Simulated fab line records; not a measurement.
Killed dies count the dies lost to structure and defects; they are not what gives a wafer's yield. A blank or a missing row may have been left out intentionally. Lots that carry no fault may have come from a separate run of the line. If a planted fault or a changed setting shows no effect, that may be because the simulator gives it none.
Matching of chambers + flow n5 finfet + 4 sister chambers for N5_BEOL_M0_SAQP_STRIP_86 on rie diel-04
The step strips in N2/H2. 4 wafers are shown with their chamber, then 12 later ones without.

EACH WAFER AND ITS CHAMBER
| wafer  | chamber | throttle valve pct (%) |
|--------|---------|------------------------|
| L085.1 | 3       | 19.2                   |
| L085.6 | 1       | 18.4                   |
| L087.4 | 0       | 18.6                   |
| L087.5 | 2       | 19.2                   |

WAFERS WHOSE CHAMBER IS MISSING
| wafer  | throttle valve pct (%) |
|--------|------------------------|
| L089.1 | 19.2                   |
| L089.3 | 19.2                   |
| L089.5 | 19.2                   |
| L090.1 | 19.3                   |
| L090.2 | 18.7                   |
| L090.3 | 19.2                   |
| L090.4 | 18.5                   |
| L090.5 | 19.2                   |
| L090.6 | 18.7                   |
| L093.2 | 19.2                   |
| L093.4 | 18.7                   |
| L093.5 | 18.7                   |

EACH ONE'S CHAMBER
| wafer  | from the rows above     | in truth |
|--------|-------------------------|----------|
| L089.1 | can't be placed: 2 or 3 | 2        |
| L089.3 | can't be placed: 2 or 3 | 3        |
| L089.5 | can't be placed: 2 or 3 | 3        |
| L090.1 | can't be placed: 2 or 3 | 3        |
| L090.2 | 0                       | 0        |
| L090.3 | can't be placed: 2 or 3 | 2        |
| L090.4 | can't be placed: 0 or 1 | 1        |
| L090.5 | can't be placed: 2 or 3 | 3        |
| L090.6 | 0                       | 0        |
| L093.2 | can't be placed: 2 or 3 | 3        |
| L093.4 | 0                       | 0        |
| L093.5 | 0                       | 0        |
4 of 12 placed correctly. Not placeable from these rows: 8 (in 8, the candidates include the true chamber). 0 placed wrongly.
How it was worked out, from the rows above alone: a wafer's distance from a chamber is the root of the sum, over the readings, of the square of ((its reading less the chamber's mean) divided by the reading's scatter). If the next closest chamber is less than 2 further off than the closest, the wafer can't be placed; otherwise it belongs to the closest. A chamber's mean is the mean of its shown wafers. The scatter: root of mean squared gap, hidden wafer to nearest shown wafer, with one shown wafer a chamber.
